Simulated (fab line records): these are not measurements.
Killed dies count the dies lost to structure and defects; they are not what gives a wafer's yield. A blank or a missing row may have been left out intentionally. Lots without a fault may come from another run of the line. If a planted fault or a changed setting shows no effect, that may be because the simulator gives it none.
fab line records	flow n5Finfet
[record] lots = 10	wafers = 29	lastDay = 18
route steps=1938 shown BEOL_M11@1590 TV_OPEN@1889 PASSIVATION@1911
lots untouched by any fault: they come from a run of this same line in which no faults occurred
startH: hours from the record's first day to the start of the lot's first wafer shown	waitH: time in hours since the lot's previous step	" repeats the value in the row above	L1.1+2: a row that stands for several wafers	- no value, or no start was given	* or withheld: withheld	< > ~ a bound
route shown NAME@n: NAME is a module with steps in the file, n the number in the route of the first one	usual: the fault-free wafers' mean and standard deviation	same: alike in all rows	chamber/n: place in a boat	sites: per-site readings	_std_site: the standard deviation of these	_edge_site: outer sites' mean less inner sites'	radiusMm: how far each site lies from the wafer's centre	mask NAME#n: copy n	behind: the last tool/chamber to shape the wafer	hold: why the lot was held/for how many hours/how that ended	device: names the non-switching transistor (n, p or np)	end of line: tests of these same wafers at the route's end	where a step has no rows: the recipe by itself	killed: count of dies lost to structure and defects at first sort (not the wafer's yield)	map: a wafer's dies, x killed, . not, _ none there
set.NAME: the setting as run; set.NAME@STEP: as run at that earlier step	model.NAME: the simulator's own value behind a step, which no gauge read
route steps across a sampled set of lots; one table per step, one row per wafer
services: the hour from which a tool's chamber was out of use, counted from the record's first day as startH (under 0 if before that day), plus the number of hours and why
[[steps]]
[step N5_BEOL_M11_ALD_74]
[recipe] material = TaN	targetThkA = 20	tempC = 275	aldPrecursorFamily = PDMAT	aldCoReactant = NH3	pressureTorr = 3	carrierFlowSccm = 1500	pulseTimeS = 2	purgeTimeS = 3	coReactantPurgeTimeS = 2	coReactantPulseTimeS = 3	aldCycles = 40	precursorVesselTempC = 75	precursorVesselPressureTorr = 26.25	precursorVesselCarrierSccm = 1000
[usual] heaterPowerW = 412/29	susceptorTempC = 274.98/0.21
[same] coReactantPurgeTimeS = 2
lot.wafer	tool	chamber	startH	waitH	heaterPowerW	susceptorTempC
L695.1	aldMetal-04	1	257.50	0.0	377	275.41
L695.2	"	2	"	"	403	275.26
L695.6	"	2	"	"	401	275.49
L697.1	aldMetal-04	3	258.97	0.1	434	275.28
L697.4	"	0	"	"	404	275.07
L697.6	"	3	"	"	427	275.00
L696.1	aldMetal-01	0	259.43	0.3	412	274.67
L696.2	"	1	"	"	397	275.15
L696.6	"	3	"	"	397	275.01
L699.3	aldMetal-04	2	270.81	0.0	393	274.64
L699.5	"	1	"	"	371	275.21
L699.6	"	0	"	"	418	274.81
L698.2	aldMetal-02	3	271.39	0.3	418	274.76
L698.4	"	0	"	"	475	275.15
L698.5	"	1	"	"	395	275.04
L703.1	aldMetal-04	2	308.06	0.0	394	274.92
L703.2	"	1	"	"	383	275.14
L703.4	"	2	"	"	393	275.27
L710.1	aldMetal-02	3	350.82	0.0	425	274.67
L710.3	"	0	"	"	479	275.17
L710.4	"	1	"	"	393	275.00
L711.3	aldMetal-02	0	370.30	0.2	491	275.10
L711.4	"	2	"	"	469	274.94
L711.6	"	3	"	"	418	274.73
L714.4	aldMetal-02	1	376.78	0.2	388	275.28
L714.6	"	0	"	"	483	274.89
L716.1	aldMetal-01	1	387.64	0.0	406	275.14
L716.2	"	0	"	"	413	275.01
L716.6	"	2	"	"	394	274.72
[step N5_PASSIVATION_STRIP_14]
[recipe] chemistry = O2	powerW = 600	tempC = 60	pressureMtorr = 30	rfFrequencyHz = 6e+07	biasPowerW = 0	overashFraction = 0.5	o2FlowSccm = 225
[usual] drypumpMotorCurrentA = 5.5/0.4	oesProductAu = 0.81/0.08	rfVppV = 3.7/0.86	showerheadPlenumPTorr = 2.15/0.047	throttleValvePct = 16.56/0.22
lot.wafer	tool	chamber	startH	waitH	drypumpMotorCurrentA	oesProductAu	rfHoursCounterH	rfVppV	showerheadPlenumPTorr	throttleValvePct
L695.1	rieDiel-05	3	302.32	0.1	5.8	0.69	249	2.0	2.14	16.54
L695.2	"	0	"	"	6.0	0.85	65	2.9	2.13	16.44
L695.6	"	0	"	"	6.0	0.84	-	3.5	2.13	16.41
L697.1	rieDiel-06	3	302.58	0.1	5.6	0.98	4	5.2	2.14	16.48
L697.4	"	1	"	"	5.7	0.81	80	4.8	2.19	16.38
L697.6	"	2	"	"	5.5	0.82	-	4.1	2.10	16.37
L696.1	rieDiel-05	1	304.36	0.1	5.5	0.73	185	4.0	2.18	16.78
L696.2	"	2	"	"	5.2	0.86	64	4.9	2.13	16.36
L696.6	"	0	"	"	6.0	0.83	-	3.1	2.13	16.43
L699.3	rieDiel-05	0	307.02	0.1	6.0	0.84	68	3.0	2.13	16.40
L699.5	"	1	"	"	5.5	0.72	-	3.7	2.18	16.81
L699.6	"	2	"	"	5.2	0.87	-	4.7	2.13	16.35
L698.2	rieDiel-05	0	307.50	0.1	5.9	0.83	68	3.3	2.12	16.36
L698.4	"	1	"	"	5.5	0.72	-	4.0	2.18	16.83
L698.5	"	0	"	"	6.0	0.84	-	3.9	2.12	16.39
L703.1	rieDiel-01	3	339.07	0.1	5.1	0.85	68	2.2	2.23	16.61
L703.2	"	2	"	"	4.9	0.89	21	5.0	2.21	16.47
L703.4	"	0	"	"	6.3	0.76	134	4.0	2.11	16.46
L710.1	rieDiel-05	0	386.36	0.1	6.0	0.82	92	3.7	2.12	16.41
L710.3	"	2	"	"	5.2	0.83	89	4.2	2.13	16.43
L710.4	"	3	"	"	5.8	0.95	18	3.0	2.14	16.15
L711.3	rieDiel-01	1	406.92	0.1	6.0	0.69	-	2.9	2.07	17.02
L711.4	"	3	"	"	5.1	0.82	-	4.6	2.22	16.66
L711.6	"	1	"	"	6.0	0.68	-	5.2	2.07	16.97
L714.4	rieDiel-05	3	417.57	0.1	5.8	0.92	30	3.0	2.13	16.16
L714.6	"	2	"	"	5.2	0.82	-	3.7	2.12	16.47
L716.1	rieDiel-06	2	429.09	0.1	5.5	0.76	129	2.4	2.09	16.48
L716.2	"	0	"	"	5.0	0.67	249	2.8	2.14	16.68
L716.6	"	2	"	"	5.5	0.79	-	4.8	2.09	16.48
[step N5_PASSIVATION_STRIP_34]
[recipe] chemistry = O2	powerW = 600	tempC = 60	pressureMtorr = 30	rfFrequencyHz = 6e+07	biasPowerW = 0	overashFraction = 2	o2FlowSccm = 225
[usual] drypumpMotorCurrentA = 5.9/0.32	oesProductAu = 0.80/0.098	rfVppV = 3.7/1.6	showerheadPlenumPTorr = 2.10/0.067	throttleValvePct = 16.62/0.19
lot.wafer	tool	chamber	startH	waitH	drypumpMotorCurrentA	oesProductAu	rfHoursCounterH	rfVppV	showerheadPlenumPTorr	throttleValvePct
L695.1	rieDiel-03	2	304.46	0.1	6.0	0.72	222	2.5	2.16	16.60
L695.2	"	3	"	"	6.0	0.78	120	3.6	2.21	16.46
L695.6	"	1	"	"	6.1	0.83	-	5.6	2.15	16.64
L697.1	rieDiel-02	0	305.37	0.2	5.8	0.98	7	2.2	2.04	16.47
L697.4	"	3	"	"	6.3	0.66	233	5.2	2.09	16.67
L697.6	"	3	"	"	6.3	0.67	-	7.4	2.09	16.64
L696.1	rieDiel-02	1	306.14	0.1	5.3	0.75	170	7.1	2.01	16.71
L696.2	"	0	"	"	5.7	0.95	7	3.0	2.04	16.37
L696.6	"	2	"	"	5.7	0.67	-	3.9	2.16	16.92
L699.3	rieDiel-04	1	309.08	0.1	5.9	0.82	102	5.1	2.03	16.86
L699.5	"	1	"	"	5.9	0.82	-	4.4	2.03	16.88
L699.6	"	0	"	"	5.9	0.84	-	5.2	2.04	16.44
L698.2	rieDiel-04	2	309.55	0.1	6.5	0.70	229	2.6	2.05	16.89
L698.4	"	3	"	"	5.3	0.86	61	1.2	2.04	16.55
L698.5	"	0	"	"	6.0	0.82	-	4.0	2.04	16.43
L703.1	rieDiel-03	1	341.60	0.1	6.0	0.80	68	4.5	2.15	16.68
L703.2	"	3	"	"	6.1	0.76	131	1.9	2.20	16.51
L703.4	"	2	"	"	6.0	0.68	234	2.1	2.16	16.63
L710.1	rieDiel-04	1	388.68	0.1	5.9	0.78	133	2.5	2.01	16.86
L710.3	"	0	"	"	6.0	0.80	83	2.3	2.03	16.45
L710.4	"	0	"	"	5.9	0.82	-	4.8	2.03	16.49
L711.3	rieDiel-02	3	409.71	0.1	6.3	0.96	13	7.0	2.08	16.22
L711.4	"	1	"	"	5.3	0.73	208	3.9	2.00	16.83
L711.6	"	2	"	"	5.7	0.93	-	1.9	2.15	16.40
L714.4	rieDiel-02	1	419.72	0.1	5.3	0.73	213	1.4	2.00	16.83
L714.6	"	1	"	"	5.3	0.74	-	2.8	2.00	16.84
L716.1	rieDiel-03	0	431.71	0.2	6.3	0.97	4	4.5	2.15	16.44
L716.2	"	3	"	"	6.1	0.75	166	3.6	2.19	16.50
L716.6	"	2	"	"	6.0	0.93	-	4.2	2.15	16.32
[step N5_PASSIVATION_PECVD_35]
[recipe] material = SiNx	targetThkA = 7000	tempC = 400	precursor = SiH4/NH3/N2	pressureTorr = 4.9	rfW = 1406	timeS = 151.3
[usual] heaterPowerW = 360/80	showerheadPlenumPTorr = 8.70/0.064	susceptorTempC = 400.00/0.22	throttleValvePct = 29.7/2.2
lot.wafer	tool	chamber	startH	waitH	heaterPowerW	showerheadPlenumPTorr	susceptorTempC	throttleValvePct
L695.1	pecvd-03	2	305.07	0.1	383	8.68	400.00	25.8
L695.2	"	1	"	"	277	8.72	400.27	32.7
L695.6	"	0	"	"	532	8.63	399.86	30.7
L697.1	pecvd-03	0	305.98	0.1	522	8.59	399.95	30.5
L697.4	"	0	"	"	389	8.62	400.21	30.6
L697.6	"	2	"	"	252	8.69	400.14	25.9
L696.1	pecvd-01	2	306.76	0.1	370	8.72	399.87	30.3
L696.2	"	0	"	"	427	8.60	399.96	32.8
L696.6	"	0	"	"	455	8.62	400.01	32.8
L699.3	pecvd-01	0	309.69	0.1	493	8.60	400.43	32.5
L699.5	"	0	"	"	325	8.61	399.95	32.6
L699.6	"	2	"	"	242	8.71	400.11	30.4
L698.2	pecvd-03	1	310.17	0.1	348	8.75	400.20	32.5
L698.4	"	0	"	"	393	8.59	400.04	30.6
L698.5	"	2	"	"	365	8.68	399.94	25.9
L703.1	pecvd-04	0	342.21	0.1	444	8.74	400.27	30.2
L703.2	"	1	"	"	328	8.69	399.60	27.8
L703.4	"	0	"	"	450	8.70	399.99	30.1
L710.1	pecvd-04	1	389.29	0.1	300	8.68	399.96	27.7
L710.3	"	2	"	"	250	8.83	400.03	27.8
L710.4	"	2	"	"	295	8.83	399.68	27.9
L711.3	pecvd-03	1	410.32	0.1	302	8.73	399.42	32.5
L711.4	"	1	"	"	322	8.73	399.64	32.1
L711.6	"	2	"	"	364	8.65	399.68	26.4
L714.4	pecvd-03	2	420.39	0.1	374	8.67	400.01	26.3
L714.6	"	1	"	"	335	8.73	399.99	32.2
L716.1	pecvd-04	1	432.32	0.1	328	8.66	399.86	27.7
L716.2	"	0	"	"	386	8.72	400.42	30.2
L716.6	"	2	"	"	332	8.84	400.56	28.0
[step N5_PASSIVATION_PROBE_49]
[usual] defectLimitedYield = 91.2/1.4	killed_at_M0_to_M3 = 34/11	killed_at_M4_up = 14/6.3	killedAtContacts = 13/7.4	killedAtFrontEnd = 38/11	killedAtOther = 4.3/2.9	killedDies = 103/17	killedOnRim = 14/4.1	killedOpen = 68/12	killedShort = 34/8	sort_bin_5_function = 5.1/0.9	sort_bin_6_memory = 3.3/0.66	sortNPass = 1077/17	sortYieldPct = 91.2/1.4
[same] grossDies = 1180	killedAtBackSide = 0	sort_bin_4_leakage[%] = 0	sort_bin_8_speed[%] = 0
lot.wafer	tool	chamber	startH	waitH	defectLimitedYield[%]	killed_at_M0_to_M3	killed_at_M4_up	killedAtContacts	killedAtFrontEnd	killedAtOther	killedDies	killedOnRim	killedOpen	killedShort	sort_bin_5_function[%]	sort_bin_6_memory[%]	sortNPass	sortYieldPct[%]
L695.1	prober-01	-	308.64	0.0	92.2	41	14	6	26	5	92	13	66	24	4.4	3.1	1088	92.2
L695.2	prober-01	-	308.69	0.1	91.2	30	16	10	41	7	104	9	66	35	5.3	3.4	1076	91.2
L695.6	prober-01	-	308.89	0.3	93.1	20	7	8	41	5	81	13	54	25	4.3	2.3	1099	93.1
L703.1	prober-02	-	345.96	0.0	85.7	34	92	5	34	4	169	25	64	27	9.0	3.7	1011	85.7
L703.2	prober-02	-	346.01	0.1	91.2	47	8	15	32	2	104	13	68	35	4.6	3.8	1076	91.2
L703.4	prober-02	-	346.11	0.2	84.7	43	82	10	41	4	180	27	67	41	8.9	5.0	1000	84.7
// killed by level:class
L695.1 BEOL_M1:geometricParticle:open=10 FIN_SAQP:geometricParticle:open=9 BEOL_M3:geometricParticle:open=9 MOL_CONTACT_COAG:geometricParticle:open=6 BEOL_M0_SAQP:geometricParticle:short=6 FIN_SAQP:geometricParticle:short=5 BEOL_M0_SAQP:geometricParticle:open=5 BEOL_M4:geometricParticle:open=5
L695.2 FIN_SAQP:geometricParticle:open=15 BEOL_M1:geometricParticle:open=11 FIN_SAQP:geometricParticle:short=7 MOL_CONTACT_COAG:geometricParticle:open=7 BEOL_M3:geometricParticle:open=6 BEOL_M4:geometricParticle:open=6 GATE_CUT:geometricParticle:short=4 BEOL_M6:geometricParticle:open=3
L695.6 FIN_SAQP:geometricParticle:open=16 STI_FIN_REVEAL:geometricParticle:open=7 FIN_SAQP:geometricParticle:short=6 MOL_CONTACT_COAG:geometricParticle:open=6 BEOL_M3:geometricParticle:open=6 GATE_CUT:geometricParticle:short=4 STARTING-WAFER:geometricParticle:open=4 BEOL_M0_SAQP:geometricParticle:open=3
L703.1 BEOL_M11:unspecified=76 FIN_SAQP:geometricParticle:open=12 BEOL_M0_SAQP:geometricParticle:short=9 BEOL_M0_SAQP:geometricParticle:open=8 STI_FIN_REVEAL:geometricParticle:open=5 BEOL_M1:geometricParticle:open=5 BEOL_M2:geometricParticle:open=5 BEOL_M3:geometricParticle:open=5
L703.2 BEOL_M0_SAQP:geometricParticle:open=19 MOL_CONTACT_COAG:geometricParticle:open=13 BEOL_M0_SAQP:geometricParticle:short=10 BEOL_M2:geometricParticle:open=9 FIN_SAQP:geometricParticle:open=8 STI_FIN_REVEAL:geometricParticle:open=8 FIN_SAQP:geometricParticle:short=5 BEOL_M2:geometricParticle:short=5
L703.4 BEOL_M11:unspecified=71 FIN_SAQP:geometricParticle:open=15 FIN_SAQP:geometricParticle:short=12 MOL_CONTACT_COAG:geometricParticle:open=9 BEOL_M2:geometricParticle:open=9 BEOL_M0_SAQP:geometricParticle:open=8 BEOL_M0_SAQP:geometricParticle:short=8 BEOL_M2:geometricParticle:short=8
[[services]]
tool	chamber	startH	hours	kind
rieDiel-04	2	258.80	4.2	repair
aldMetal-02	0	265.55	3.8	repair
aldMetal-01	2	279.26	3.6	repair
aldMetal-04	3	286.38	24.5	repair
rieDiel-03	-	288.99	0.2	repair
rieDiel-02	2	291.05	9.1	repair
aldMetal-04	1	293.91	1.8	repair
pecvd-01	2	295.85	6.1	repair
rieDiel-01	-	301.89	2.8	pm
aldMetal-04	3	312.15	4.0	repair
pecvd-03	0	352.53	6.8	repair
pecvd-03	-	364.63	0.4	repair
pecvd-04	-	365.38	1.0	repair
rieDiel-02	1	367.12	2.1	repair
aldMetal-04	-	369.09	2.8	pm
aldMetal-02	2	375.75	21.4	repair
rieDiel-04	0	376.40	4.5	repair
rieDiel-04	3	377.95	3.6	repair
aldMetal-02	-	386.59	1.2	repair
pecvd-04	-	395.27	2.8	pm
rieDiel-05	0	420.13	3.7	repair
rieDiel-05	1	420.51	4.2	repair
rieDiel-05	-	428.45	0.7	repair
aldMetal-04	3	430.22	9.9	repair
[[key]]
[firstSign] step = N5_PASSIVATION_PROBE_49	reading = killed_at_M4_up	direction = up	sigmas = 12	usual = 14	struck = 87
[effect] step = N5_PASSIVATION_PROBE_49	reading = defectLimitedYield	direction = down	sigmas = 4.3	usual = 91.2	struck = 85.2
[moreKillsBornAt] N5_BEOL_M11_ALD_74@aldMetal-04 = 147
metAt N5_BEOL_M11_ALD_74
struckLots L703
struckWafers L703.1,L703.4
notActingAt N5_PASSIVATION_STRIP_14,N5_PASSIVATION_STRIP_34,N5_PASSIVATION_PECVD_35
onsetBetween 270.81 308.06
[fault] kind = chamberParticleSource	tool = aldMetal-04	chamber = 2	onsetH = 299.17	steps = N5_BEOL_M11_ALD_74	ratePerVisitCm2 = 0.52412	endH = 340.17
